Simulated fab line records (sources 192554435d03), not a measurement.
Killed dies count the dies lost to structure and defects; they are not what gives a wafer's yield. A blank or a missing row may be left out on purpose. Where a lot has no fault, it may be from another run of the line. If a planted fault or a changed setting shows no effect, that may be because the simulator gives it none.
Split-lot study	flow n5-finfet	7 lots, 39 wafers read, on a route of 1938 steps

== ABOUT THE SPLIT ==
At N5_DUMMY_GATE_CVD_03 (deposits a-Si from SiH4, target thk 150 nm, time 8042 s), the setting temp-c was moved away from the recipe's 530 C on 30 of the 39 wafers read, by -3.7% to +4.5%. This setting was run at the recipe's value on the other wafers.

The split's own step is where the reading is taken.

== THE READING ==
a-Si_of_DUMMY_GATE_CVD_03.thk-nm (the simulator's own value, which no gauge read), in nm, at N5_DUMMY_GATE_CVD_03 (deposits a-Si from SiH4, target thk 150 nm, time 8042 s). The file gives no usual value for it. Across the 9 wafers here that went through the recipe, the average is 149.9 nm and the standard deviation 0.89 nm.

wafer	tool, chamber at the split	temp-c as run, C	against the recipe	a-Si_of_DUMMY_GATE_CVD_03.thk-nm, nm	against lot-mates on the recipe
L074.1	-, -	553.6	+4.5%	287.2	no lot-mate on the recipe
L074.2	-, -	553.6	+4.5%	287.2	no lot-mate on the recipe
L074.3	-, -	553.6	+4.5%	287.2	no lot-mate on the recipe
L074.4	-, -	553.6	+4.5%	286.6	no lot-mate on the recipe
L074.5	-, -	553.6	+4.5%	287.4	no lot-mate on the recipe
L074.6	-, -	553.6	+4.5%	287.4	no lot-mate on the recipe
L075.3	lpcvd-01, 1/75,1/84	530	recipe	150.8	-
L075.5	lpcvd-01, 1/75,1/84	530	recipe	150.8	-
L075.4	lpcvd-01, 1/79	530	recipe	151.2	-
L077.1	-, -	544.1	+2.7%	222	no lot-mate on the recipe
L077.2	-, -	544.1	+2.7%	222.4	no lot-mate on the recipe
L077.3	-, -	544.1	+2.7%	222.2	no lot-mate on the recipe
L077.4	-, -	544.1	+2.7%	222.6	no lot-mate on the recipe
L077.5	-, -	544.1	+2.7%	223.4	no lot-mate on the recipe
L077.6	-, -	544.1	+2.7%	221	no lot-mate on the recipe
L083.1	-, -	510.3	-3.7%	84.4	no lot-mate on the recipe
L083.2	-, -	510.3	-3.7%	84.4	no lot-mate on the recipe
L083.3	-, -	510.3	-3.7%	84.6	no lot-mate on the recipe
L083.4	-, -	510.3	-3.7%	84	no lot-mate on the recipe
L083.5	-, -	510.3	-3.7%	83.6	no lot-mate on the recipe
L083.6	-, -	510.3	-3.7%	83.4	no lot-mate on the recipe
L084.1	-, -	546.2	+3.1%	235.8	no lot-mate on the recipe
L084.2	-, -	546.2	+3.1%	237.4	no lot-mate on the recipe
L084.3	-, -	546.2	+3.1%	236.4	no lot-mate on the recipe
L084.4	-, -	546.2	+3.1%	236	no lot-mate on the recipe
L084.5	-, -	546.2	+3.1%	236	no lot-mate on the recipe
L084.6	-, -	546.2	+3.1%	236.2	no lot-mate on the recipe
L087.1	-, -	537.2	+1.4%	185.2	no lot-mate on the recipe
L087.2	-, -	537.2	+1.4%	185.2	no lot-mate on the recipe
L087.3	-, -	537.2	+1.4%	184.8	no lot-mate on the recipe
L087.4	-, -	537.2	+1.4%	184.4	no lot-mate on the recipe
L087.5	-, -	537.2	+1.4%	184.6	no lot-mate on the recipe
L087.6	-, -	537.2	+1.4%	183.8	no lot-mate on the recipe
L096.1	-, -	530	recipe	150.2	-
L096.2	-, -	530	recipe	149.4	-
L096.3	-, -	530	recipe	148.2	-
L096.4	-, -	530	recipe	149.2	-
L096.5	-, -	530	recipe	149.6	-
L096.6	-, -	530	recipe	149.6	-
If several chambers appear in one row, that row covers several wafers at once and the file leaves open which wafer was in which chamber.

FIT RESULTS
A straight line over all 39 wafers: a-Si_of_DUMMY_GATE_CVD_03.thk-nm changes by +24.5 nm for each +1% of temp-c; r = +0.98; the points scatter about the line by 11 nm.
Too few moved wafers with a lot-mate on the recipe to fit a line net of each lot's own level.

== FILE'S OWN FIT ==
a-Si_of_DUMMY_GATE_CVD_03.thk-nm changes by +24.5 nm for each +1% of temp-c, r = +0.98.
